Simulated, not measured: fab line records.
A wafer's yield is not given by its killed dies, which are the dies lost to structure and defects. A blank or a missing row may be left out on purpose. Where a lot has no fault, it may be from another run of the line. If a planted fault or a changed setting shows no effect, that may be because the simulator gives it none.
What tool caused it?	flow nand-harc	24 lots, 72 wafers sampled, at 6 steps of a route of 1159

## WHAT THE GAUGES READ, wafer by wafer
NHARC_P_M2_CD_MEAS_16. Usual: cd-nm 169.9 nm, standard deviation 0.89.
lot	measured	on	cd-nm (nm)	flag
L075	day 6 11:41	cd-sem-02	170.8 170.7 169.0	
L074	day 6 14:28	cd-sem-01	169.3 170.5 170.7	
L076	day 6 17:24	cd-sem-03	169.8 169.5 169.9	
L078	day 7 05:14	cd-sem-03	170.7 169.1 171.0	
L077	day 7 06:18	cd-sem-03	171.7 170.7 171.3	
L079	day 7 07:01	cd-sem-01	168.6 168.8 168.9	
L080	day 7 17:37	cd-sem-01	167.7 168.4 170.2	
L081	day 8 07:12	cd-sem-02	171.4 168.8 171.0	
L083	day 8 07:59	cd-sem-03	169.6 169.8 169.5	
L082	day 8 08:36	cd-sem-02	169.6 170.0 170.3	
L084	day 9 05:16	cd-sem-01	169.0 170.3 168.8	
L086	day 9 07:31	cd-sem-03	169.5 168.2 169.1	
L085	day 9 08:30	cd-sem-03	169.4 171.5 169.2	
L087	day 9 08:43	cd-sem-03	171.2 168.9 169.2	
L089	day 10 00:07	cd-sem-02	169.7 169.6 168.4	
L090	day 10 01:10	cd-sem-03	170.4 169.7 171.3	
L088	day 10 01:57	cd-sem-02	167.8 171.2 169.0	
L091	day 10 07:52	cd-sem-03	169.8 170.4 168.5	
L092	day 10 14:23	cd-sem-03	172.5 171.2 170.1	
L093	day 10 23:22	cd-sem-03	169.9 170.0 170.9	
L095	day 11 04:46	cd-sem-02	170.5 170.7 170.2	
L094	day 11 05:08	cd-sem-02	169.6 169.0 169.8	
L096	day 12 01:13	cd-sem-01	169.4 168.7 169.4	
L097	day 12 01:53	cd-sem-02	171.4 169.8 169.8	

## TOOL THAT RAN EACH LOT (tool first, then ch and the chambers of the sampled wafers, then the start)
lot	NHARC_P_GATE_HM_OPEN_105	NHARC_P_GATE_DESCUM_48	NHARC_P_CONTACT_CVD_23	NHARC_P_M0_DESCUM_14	NHARC_P_M1_DEP_33
L075	rie-diel-07 ch 0,2,3, day 5 10:35 or earlier	rie-diel-08 ch 0,1,3, day 5 10:35	cvd-w-02 ch 0,1, day 6 03:17 or earlier	rie-diel-13 ch 0,1,3, day 6 03:17	pecvd-02 ch 0,1,2, day 6 09:57
L074	rie-diel-07 ch 0,1, day 5 11:31 or earlier	rie-diel-07 ch 0,2,3, day 5 11:31	cvd-w-02 ch 0,1, day 6 05:32 or earlier	rie-diel-13 ch 1,2,3, day 6 05:32	pecvd-01 ch 1,2, day 6 12:37
L076	rie-diel-07 ch 0,1,3, day 5 16:44 or earlier	rie-diel-07 ch 0,1,3, day 5 16:44	cvd-w-02 ch 0,1, day 6 08:52 or earlier	rie-diel-13 ch 0,1,2, day 6 08:52	pecvd-04 ch 0,1,2, day 6 15:40
L078	rie-diel-07 ch 1,3, day 6 01:31 or earlier	rie-diel-08 ch 2,3, day 6 01:31	cvd-w-02 ch 1, day 6 20:28 or earlier	rie-diel-06 ch 1,2, day 6 20:28	pecvd-01 ch 0,1,2, day 7 03:32
L077	rie-diel-08 ch 1,3, day 6 02:13 or earlier	rie-diel-07 ch 1,2,3, day 6 02:13	cvd-w-02 ch 1, day 6 21:47 or earlier	rie-diel-06 ch 1,2,3, day 6 21:47	pecvd-01 ch 0,1, day 7 04:28
L079	rie-diel-01 ch 0,1, day 6 08:29 or earlier	rie-diel-07 ch 0,1,2, day 6 08:29	cvd-w-01 ch 0,1, day 6 22:11 or earlier	rie-diel-13 ch 0,2, day 6 22:11	pecvd-01 ch 0,1,2, day 7 05:13
L080	rie-diel-01 ch 0,3, day 6 17:58 or earlier	rie-diel-07 ch 0,3, day 6 17:58	cvd-w-01 ch 0,1, day 7 09:13 or earlier	rie-diel-13 ch 0,1,3, day 7 09:13	pecvd-01 ch 0,1,2, day 7 15:58
L081	rie-diel-07 ch 2,3, day 7 08:52 or earlier	rie-diel-07 ch 0,1,3, day 7 08:52	cvd-w-01 ch 0,1, day 7 22:46 or earlier	rie-diel-13 ch 0,1, day 7 22:46	pecvd-02 ch 0,1,2, day 8 05:28
L083	rie-diel-08 ch 0,2,3, day 7 09:32 or earlier	rie-diel-08 ch 2,3, day 7 09:32	cvd-w-02 ch 0,1, day 7 22:58 or earlier	rie-diel-12 ch 0,1,3, day 7 22:58	pecvd-02 ch 0,1,2, day 8 06:07
L082	rie-diel-08 ch 0,3, day 7 10:01 or earlier	rie-diel-01 ch 2,3, day 7 10:01	cvd-w-01 ch 0,1, day 8 00:00 or earlier	rie-diel-13 ch 0,1, day 8 00:00	pecvd-04 ch 0,2, day 8 06:52
L084	rie-diel-07 ch 0,1,2, day 8 03:55 or earlier	rie-diel-08 ch 0,1, day 8 03:55	cvd-w-01 ch 0,1, day 8 20:41 or earlier	rie-diel-12 ch 0,1, day 8 20:41	pecvd-02 ch 0,1,2, day 9 03:34
L086	rie-diel-08 ch 1,3, day 8 08:55 or earlier	rie-diel-07 ch 0,1,2, day 8 08:55	cvd-w-02 ch 0,1, day 8 22:44 or earlier	rie-diel-12 ch 1,2,3, day 8 22:44	pecvd-02 ch 0,2, day 9 05:36
L085	rie-diel-01 ch 2,3, day 8 09:10 or earlier	rie-diel-07 ch 1,2,3, day 8 09:10	cvd-w-01 ch 0,1, day 8 22:59 or earlier	rie-diel-13 ch 0,1,3, day 8 22:59	pecvd-01 ch 0,1,2, day 9 06:55
L087	rie-diel-07 ch 0,2,3, day 8 10:26 or earlier	rie-diel-08 ch 0,1,2, day 8 10:26	cvd-w-02 ch 0,1, day 8 23:16 or earlier	rie-diel-13 ch 1,2,3, day 8 23:16	pecvd-02 ch 0,1,2, day 9 07:07
L089	rie-diel-08 ch 1,3, day 9 03:02 or earlier	rie-diel-07 ch 0,1,3, day 9 03:02	cvd-w-01 ch 0,1, day 9 15:32 or earlier	rie-diel-06 ch 0,1,2, day 9 15:32	pecvd-02 ch 0,1,2, day 9 22:26
L090	rie-diel-01 ch 1,2, day 9 03:49 or earlier	rie-diel-07 ch 0,1,2, day 9 03:49	cvd-w-01 ch 0,1, day 9 14:28	rie-diel-06 ch 1,2, day 9 16:34	pecvd-02 ch 0,1,2, day 9 23:23
L088	rie-diel-07 ch 0,1, day 9 03:54 or earlier	rie-diel-07 ch 1,2, day 9 03:54	cvd-w-01 ch 0,1, day 9 17:01 or earlier	rie-diel-13 ch 0,3, day 9 17:01	pecvd-02 ch 0,1, day 10 00:03
L091	rie-diel-08 ch 0,1,3, day 9 09:31 or earlier	rie-diel-07 ch 1,2,3, day 9 09:31	cvd-w-01 ch 0,1, day 9 23:08 or earlier	rie-diel-13 ch 2,3, day 9 23:08	pecvd-01 ch 0,2, day 10 06:08
L092	rie-diel-01 ch 1,3, day 9 16:53 or earlier	rie-diel-07 ch 0,2,3, day 9 16:53	cvd-w-01 ch 0,1, day 10 05:43 or earlier	rie-diel-13 ch 1,2, day 10 05:43	pecvd-04 ch 0,2, day 10 12:41
L093	rie-diel-07 ch 0,3, day 10 00:35 or earlier	rie-diel-07 ch 2,3, day 10 00:35	cvd-w-01 ch 0,1, day 10 14:59 or earlier	rie-diel-12 ch 0,1,2, day 10 14:59	pecvd-04 ch 1,2, day 10 21:43
L095	rie-diel-01 ch 0,3, day 10 07:08 or earlier	rie-diel-01 ch 0,2,3, day 10 07:08	cvd-w-01 ch 0, day 10 19:47 or earlier	rie-diel-13 ch 0,1,2, day 10 19:47	pecvd-02 ch 0,1, day 11 03:08
L094	rie-diel-08 ch 0,1, day 10 07:37 or earlier	rie-diel-08 ch 2,3, day 10 07:37	cvd-w-02 ch 0, day 10 20:20 or earlier	rie-diel-13 ch 0,2, day 10 20:20	pecvd-04 ch 0,1, day 11 03:19
L096	rie-diel-07 ch 0,2,3, day 10 22:52 or earlier	rie-diel-08 ch 0,2,3, day 10 22:52	cvd-w-01 ch 0,1, day 11 16:20 or earlier	rie-diel-12 ch 0,1, day 11 16:20	pecvd-01 ch 0,2, day 11 23:07
L097	rie-diel-07 ch 1,3, day 10 23:27 or earlier	rie-diel-08 ch 0,2,3, day 10 23:27	cvd-w-02 ch 1, day 11 16:29 or earlier	rie-diel-13 ch 0,3, day 11 16:29	pecvd-04 ch 0,2, day 12 00:11
- NHARC_P_GATE_HM_OPEN_105: chemistry O2/COS, target depth 360 nm.
- NHARC_P_GATE_DESCUM_48: chemistry O2, time 3 s.
- NHARC_P_CONTACT_CVD_23: deposits W, target thk 200 nm, time 557 s.
- NHARC_P_M0_DESCUM_14: chemistry O2, time 3 s.
- NHARC_P_M1_DEP_33: deposits SiCN, target thk 30 nm.

## AS READ BY THE TOOLS THEMSELVES (means over the sampled wafers that have a number; for cases with no such wafer, the mark the record gives instead)
NHARC_P_GATE_HM_OPEN_105. Usual: drypump-motor-current-A 5.7 A, standard deviation 0.46; mfc-ar-sccm 0.007 sccm, standard deviation 0.009; oes-product-au 0.996 a.u., standard deviation 0.01; rf-vpp-V 467.7 V, standard deviation 2.8; showerhead-plenum-p-Torr 3.15 Torr, standard deviation 0.13; throttle-valve-pct 28.331 %, standard deviation 0.01.
lot	tool	drypump-motor-current-A (A)	mfc-ar-sccm (sccm)	oes-product-au (a.u.)	rf-vpp-V (V)	showerhead-plenum-p-Torr (Torr)	throttle-valve-pct (%)	flag
L075	rie-diel-07	6.0	0.000	0.994	465.9	3.10	28.333	
L074	rie-diel-07	5.5	0.005	0.984	469.2	3.21	28.340	
L076	rie-diel-07	6.0	0.003	0.994	468.3	3.20	28.329	
L078	rie-diel-07	5.8	0.005	0.987	470.2	3.31	28.340	
L077	rie-diel-08	5.5	0.010	1.014	467.3	3.14	28.330	
L079	rie-diel-01	5.7	0.010	1.001	466.0	3.07	28.323	
L080	rie-diel-01	5.3	0.004	0.997	467.2	3.11	28.342	
L081	rie-diel-07	5.9	0.000	0.994	466.9	3.12	28.326	
L083	rie-diel-08	5.8	0.016	1.001	467.7	3.13	28.328	
L082	rie-diel-08	5.7	0.022	0.993	469.8	3.23	28.329	
L084	rie-diel-07	5.5	0.003	0.990	466.7	3.11	28.327	
L086	rie-diel-08	5.7	0.019	1.003	468.3	3.19	28.335	
L085	rie-diel-01	5.3	0.005	1.001	467.7	3.14	28.339	
L087	rie-diel-07	6.0	0.000	0.991	466.0	3.10	28.339	
L089	rie-diel-08	5.5	0.010	0.997	468.2	3.13	28.335	
L090	rie-diel-01	5.5	0.008	0.994	466.6	3.12	28.331	
L088	rie-diel-07	5.6	0.003	0.991	466.1	3.08	28.331	
L091	rie-diel-08	5.6	0.016	0.996	468.2	3.17	28.323	
L092	rie-diel-01	5.4	0.012	1.008	467.8	3.17	28.329	
L093	rie-diel-07	6.1	0.000	0.991	466.1	3.07	28.338	
L095	rie-diel-01	5.3	0.004	1.003	469.5	3.26	28.331	
L094	rie-diel-08	5.4	0.012	0.991	468.2	3.16	28.333	
L096	rie-diel-07	6.0	0.000	0.989	466.4	3.09	28.326	
L097	rie-diel-07	6.3	0.003	0.990	469.7	3.29	28.329	

NHARC_P_GATE_DESCUM_48. Usual: drypump-motor-current-A 5.8 A, standard deviation 0.5; mfc-ar-sccm 0.006 sccm, standard deviation 0.0093; oes-product-au 0.994 a.u., standard deviation 0.011; rf-vpp-V 57.8 V, standard deviation 0.85; showerhead-plenum-p-Torr 1.93 Torr, standard deviation 0.09; throttle-valve-pct 11.313 %, standard deviation 0.0085.
lot	tool	drypump-motor-current-A (A)	mfc-ar-sccm (sccm)	oes-product-au (a.u.)	rf-vpp-V (V)	showerhead-plenum-p-Torr (Torr)	throttle-valve-pct (%)	flag
L075	rie-diel-08	5.6	0.016	0.995	58.4	1.96	11.313	
L074	rie-diel-07	6.0	0.000	0.999	58.8	1.90	11.315	
L076	rie-diel-07	6.0	0.003	0.982	57.8	1.96	11.314	
L078	rie-diel-08	5.7	0.010	1.002	57.5	1.85	11.312	
L077	rie-diel-07	5.9	0.003	0.992	57.3	1.97	11.311	
L079	rie-diel-07	5.5	0.003	0.992	57.1	1.91	11.309	
L080	rie-diel-07	6.0	0.000	0.985	57.6	1.89	11.320	
L081	rie-diel-07	5.9	0.003	0.982	57.5	1.96	11.311	
L083	rie-diel-08	5.7	0.010	0.999	57.5	1.85	11.311	
L082	rie-diel-01	5.4	0.005	0.997	58.2	1.93	11.309	
L084	rie-diel-08	5.3	0.006	1.003	58.1	1.91	11.317	
L086	rie-diel-07	5.5	0.003	0.999	57.0	1.90	11.315	
L085	rie-diel-07	5.9	0.003	0.993	57.6	1.97	11.311	
L087	rie-diel-08	5.4	0.006	1.001	57.8	1.88	11.312	
L089	rie-diel-07	6.0	0.003	0.988	58.3	1.96	11.303	
L090	rie-diel-07	5.5	0.003	0.993	58.2	1.90	11.316	
L088	rie-diel-07	5.4	0.005	0.988	58.3	1.98	11.321	
L091	rie-diel-07	5.9	0.003	0.987	58.2	1.97	11.308	
L092	rie-diel-07	6.0	0.000	0.987	57.8	1.89	11.313	
L093	rie-diel-07	5.9	0.000	1.003	57.2	1.91	11.314	
L095	rie-diel-01	5.5	0.003	0.996	58.5	1.98	11.308	
L094	rie-diel-08	5.8	0.010	1.008	57.5	1.84	11.311	
L096	rie-diel-08	5.7	0.016	0.988	57.2	1.90	11.316	
L097	rie-diel-08	5.7	0.016	0.992	58.3	1.90	11.311	

NHARC_P_CONTACT_CVD_23. Usual: heater-power-w 455 W, standard deviation 75; mfc-ar-sccm 1560 sccm, standard deviation 4.8; throttle-valve-pct 8.0 %, standard deviation 0.31.
lot	tool	heater-power-w (W)	mfc-ar-sccm (sccm)	throttle-valve-pct (%)	flag
L075	cvd-w-02	550	1560	8.2	
L074	cvd-w-02	539	1561	8.2	
L076	cvd-w-02	546	1561	8.1	
L078	cvd-w-02	571	1563	8.3	
L077	cvd-w-02	574	1557	8.3	
L079	cvd-w-01	384	1558	7.7	
L080	cvd-w-01	394	1558	7.8	
L081	cvd-w-01	388	1560	7.8	
L083	cvd-w-02	513	1563	8.4	
L082	cvd-w-01	394	1560	7.9	
L084	cvd-w-01	401	1564	7.9	
L086	cvd-w-02	541	1564	8.2	
L085	cvd-w-01	395	1559	8.1	
L087	cvd-w-02	551	1559	8.2	
L089	cvd-w-01	396	1561	7.9	
L090	cvd-w-01	385	1563	8.0	
L088	cvd-w-01	393	1559	7.9	
L091	cvd-w-01	390	1564	7.9	
L092	cvd-w-01	399	1553	7.9	
L093	cvd-w-01	402	1554	8.0	
L095	cvd-w-01	380	1552	7.9	
L094	cvd-w-02	503	1563	7.7	
L096	cvd-w-01	390	1560	8.1	
L097	cvd-w-02	557	1560	8.6	

NHARC_P_M0_DESCUM_14. Usual: drypump-motor-current-A 5.9 A, standard deviation 0.54; mfc-ar-sccm 0.012 sccm, standard deviation 0.015; oes-product-au 0.999 a.u., standard deviation 0.0095; rf-vpp-V 57.7 V, standard deviation 0.85; showerhead-plenum-p-Torr 1.89 Torr, standard deviation 0.092; throttle-valve-pct 11.312 %, standard deviation 0.0091.
lot	tool	drypump-motor-current-A (A)	mfc-ar-sccm (sccm)	oes-product-au (a.u.)	rf-vpp-V (V)	showerhead-plenum-p-Torr (Torr)	throttle-valve-pct (%)	flag
L075	rie-diel-13	5.9	0.019	1.010	56.7	1.87	11.309	
L074	rie-diel-13	5.6	0.013	1.004	57.1	1.86	11.312	
L076	rie-diel-13	6.2	0.019	1.003	58.3	1.84	11.308	
L078	rie-diel-06	5.7	0.000	0.997	57.7	2.00	11.307	
L077	rie-diel-06	5.5	0.008	0.989	58.7	1.99	11.312	
L079	rie-diel-13	6.4	0.012	0.999	57.7	1.80	11.315	
L080	rie-diel-13	5.9	0.019	1.002	57.2	1.87	11.311	
L081	rie-diel-13	6.5	0.025	1.006	57.4	1.85	11.323	
L083	rie-diel-12	5.9	0.005	0.996	57.7	1.89	11.304	
L082	rie-diel-13	6.2	0.032	0.998	58.5	1.89	11.309	
L084	rie-diel-12	5.7	0.006	0.989	57.7	1.81	11.318	
L086	rie-diel-12	6.2	0.002	1.008	58.1	1.95	11.308	
L085	rie-diel-13	5.9	0.019	1.001	58.3	1.87	11.308	
L087	rie-diel-13	5.6	0.013	0.998	57.2	1.86	11.314	
L089	rie-diel-06	5.5	0.000	0.997	58.1	1.98	11.312	
L090	rie-diel-06	5.6	0.000	0.995	57.7	1.95	11.300	
L088	rie-diel-13	6.1	0.012	1.002	57.1	1.82	11.308	
L091	rie-diel-13	5.3	0.000	1.000	57.1	1.84	11.315	
L092	rie-diel-13	6.0	0.013	0.989	57.9	1.84	11.307	
L093	rie-diel-12	6.1	0.003	0.991	57.6	1.87	11.315	
L095	rie-diel-13	6.2	0.019	0.992	57.0	1.84	11.312	
L094	rie-diel-13	6.4	0.012	1.004	57.4	1.80	11.322	
L096	rie-diel-12	5.7	0.006	0.998	57.2	1.81	11.318	
L097	rie-diel-13	6.1	0.012	1.001	57.7	1.82	11.323	

NHARC_P_M1_DEP_33. Usual: heater-power-w 598 W, standard deviation 82.
lot	tool	heater-power-w (W)	flag
L075	pecvd-02	583	
L074	pecvd-01	548	
L076	pecvd-04	631	
L078	pecvd-01	563	
L077	pecvd-01	602	
L079	pecvd-01	554	
L080	pecvd-01	566	
L081	pecvd-02	614	
L083	pecvd-02	582	
L082	pecvd-04	523	
L084	pecvd-02	620	
L086	pecvd-02	679	
L085	pecvd-01	590	
L087	pecvd-02	564	
L089	pecvd-02	590	
L090	pecvd-02	600	
L088	pecvd-02	540	
L091	pecvd-01	608	
L092	pecvd-04	638	
L093	pecvd-04	729	
L095	pecvd-02	543	
L094	pecvd-04	613	
L096	pecvd-01	583	
L097	pecvd-04	512	

## THE ANSWER, worked out from the rows above alone
Rule: take the mean of a lot's wafers that have a number; if it is more than 3 standard deviations from the usual mean, the lot is off. A lot without any number at a reading at which 4 lots or more have one is off too. The other lots that the step has rows for count as sound. Order of review: gauges by route order, followed by the tools' own readings, for which a lot's mean as printed above is used. At the first step where some lot is off, the reading lying furthest off is the one used; lots without a number count as furthest.
No lot is off on any of the readings shown, so nothing can be concluded from this.

## WHAT WAS PUT IN BY THE SIMULATOR
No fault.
